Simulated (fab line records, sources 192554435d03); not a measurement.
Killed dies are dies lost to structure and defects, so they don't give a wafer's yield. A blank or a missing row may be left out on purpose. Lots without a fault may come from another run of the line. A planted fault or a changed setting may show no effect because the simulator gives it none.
Split-lot experiment | flow n5_finfet | 7 lots, 39 wafers read, on a route of 1938 steps

THE SPLIT
At N5_HKMG_FIN_ETCH_55 (etches SOC in N2/H2, target depth 240 nm, time 300 s), the setting time_s was moved away from the recipe's 300 s on 15 of the 39 wafers read, by -42.5% to +58.6%. The other wafers ran this setting at the recipe's value.

The reading is taken at the split's own step.

THE READING
SiARC_of_HKMG_FIN_COAT_42.thk_nm (the simulator's own value, which no gauge read), in nm, at N5_HKMG_FIN_ETCH_55 (etches SOC in N2/H2, target depth 240 nm, time 300 s). The file gives no usual value for it. The 24 wafers here that ran the recipe average 21.1 nm, standard deviation 0.76 nm.

wafer  | tool, chamber at the split | time_s as run, s | against the recipe | SiARC_of_HKMG_FIN_COAT_42.thk_nm, nm | against lot-mates on the recipe
L074.1 | rie_diel-04, 0             | 300              | recipe             | 21                                   | -
L074.2 | rie_diel-04, 2             | 186.5            | -37.8%             | 26.4                                 | +5.1
L074.3 | rie_diel-04, 1             | 186.5            | -37.8%             | 26.4                                 | +5.1
L074.4 | rie_diel-04, 3             | 300              | recipe             | 21.6                                 | -
L074.5 | rie_diel-04, 1             | 186.5            | -37.8%             | 26.6                                 | +5.3
L074.6 | rie_diel-04, 2             | 300              | recipe             | 21.2                                 | -
L075.1 | rie_diel-05, 3             | 300              | recipe             | 22.8                                 | -
L075.2 | rie_diel-05, 2             | 475.9            | +58.6%             | 13.6                                 | -7.9
L075.3 | rie_diel-05, 1             | 300              | recipe             | 21                                   | -
L075.4 | rie_diel-05, 0             | 475.9            | +58.6%             | 12.4                                 | -9.1
L075.5 | rie_diel-05, 0             | 475.9            | +58.6%             | 12                                   | -9.5
L075.6 | rie_diel-05, 1             | 300              | recipe             | 20.8                                 | -
L076.1 | rie_diel-04, 2             | 357.1            | +19.0%             | 18.8                                 | -2.8
L076.2 | rie_diel-04, 1             | 300              | recipe             | 21.6                                 | -
L076.3 | rie_diel-04, 0             | 357.1            | +19.0%             | 18.8                                 | -2.8
L076.4 | rie_diel-04, 3             | 357.1            | +19.0%             | 19.4                                 | -2.2
L076.5 | rie_diel-04, 0             | 300              | recipe             | 21.4                                 | -
L076.6 | rie_diel-04, 3             | 300              | recipe             | 21.8                                 | -
L077.1 | rie_diel-06, 3             | 300              | recipe             | 19.6                                 | -
L077.2 | rie_diel-06, 0             | 172.5            | -42.5%             | 27                                   | +6.9
L077.3 | rie_diel-06, 1             | 172.5            | -42.5%             | 27.4                                 | +7.3
L077.4 | rie_diel-06, 3             | 300              | recipe             | 19.8                                 | -
L077.5 | rie_diel-06, 0             | 300              | recipe             | 21                                   | -
L077.6 | rie_diel-06, 1             | 172.5            | -42.5%             | 27.4                                 | +7.3
L088.1 | rie_diel-06, 0             | 444.8            | +48.3%             | 14                                   | -6.8
L088.2 | rie_diel-06, 3             | 300              | recipe             | 20                                   | -
L088.3 | rie_diel-06, 1             | 300              | recipe             | 21.8                                 | -
L088.4 | rie_diel-06, 2             | 300              | recipe             | 20.6                                 | -
L088.5 | rie_diel-06, 1             | 444.8            | +48.3%             | 15.4                                 | -5.4
L088.6 | rie_diel-06, 2             | 444.8            | +48.3%             | 13.6                                 | -7.2
L090.1 | rie_diel-05, 3             | 300              | recipe             | 21.6                                 | -
L090.2 | rie_diel-05, 2             | 300              | recipe             | 21.6                                 | -
L090.3 | rie_diel-05, 1             | 300              | recipe             | 20.8                                 | -
L090.4 | rie_diel-05, 0             | 300              | recipe             | 20.4                                 | -
L090.5 | rie_diel-05, 2             | 300              | recipe             | 21.6                                 | -
L090.6 | rie_diel-05, 1             | 300              | recipe             | 20.8                                 | -
L092.4 | rie_diel-06, 1             | 300              | recipe             | 22                                   | -
L092.5 | rie_diel-06, 3             | 300              | recipe             | 19.8                                 | -
L092.6 | rie_diel-06, 0             | 300              | recipe             | 20.8                                 | -

THE FIT
A straight line over all 39 wafers: SiARC_of_HKMG_FIN_COAT_42.thk_nm changes by -0.142 nm for each +1% of time_s; r = -0.98; the points scatter about the line by 0.71 nm.
The same after taking each lot's own level away (the mean of its wafers on the recipe; 39 wafers): -0.148 nm for each +1%; r = -0.99; scatter 0.67 nm.
On that fit, the largest move of time_s shifts the reading by 8.7 nm.
The lots' own levels span 20.13 to 21.60 nm, that is 1.9 times the standard deviation above.
So the lot-to-lot level changes the slope little: the two slopes agree.
Check: with one of the wafers moved furthest among these (+58.6%) left out of the fit, the line predicts -8.69 nm for it against its lot-mates. It came out at -7.93 nm against them.

OTHER SPLITS ON THESE WAFERS
These wafers also went through other splits before the reading. Each is held against what the fit with the lots' levels taken away leaves over:
other split on the same wafers             | wafers away from the commonest value | r with SiARC_of_HKMG_FIN_COAT_42.thk_nm (lot level and that fit taken away)
N5_ZERO_LAYER_PECVD_02 time_s              | 12                                   | -0.10
N5_FIN_SAQP_MANDREL_ETCH_22 target_depth_a | 12                                   | -0.04
N5_SD_EPI_N_EPI_21 epi_growth_time_s       | 18                                   | +0.16

THE WHOLE CHAIN: every reading that the file lists as answering this split, in the file's order
step                | what it does                                         | reading                                                                           | change (the file's fit)               | r (the file's)
N5_HKMG_FIN_ETCH_55 | etches SOC in N2/H2, target depth 240 nm, time 300 s | HKMG_FIN.feature_depth_nm (the simulator's own value, which no gauge read)        | +2.5 nm for each +1% of the setting   | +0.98
N5_HKMG_FIN_ETCH_55 | etches SOC in N2/H2, target depth 240 nm, time 300 s | etch.depth_nm (the simulator's own value, which no gauge read)                    | +2.5 nm for each +1% of the setting   | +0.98
N5_HKMG_FIN_ETCH_55 | etches SOC in N2/H2, target depth 240 nm, time 300 s | SiARC_of_HKMG_FIN_COAT_42.thk_nm (the simulator's own value, which no gauge read) | -0.147 nm for each +1% of the setting | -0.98

THE FILE'S OWN FIT
SiARC_of_HKMG_FIN_COAT_42.thk_nm changes by -0.147 nm for each +1% of time_s, r = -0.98.
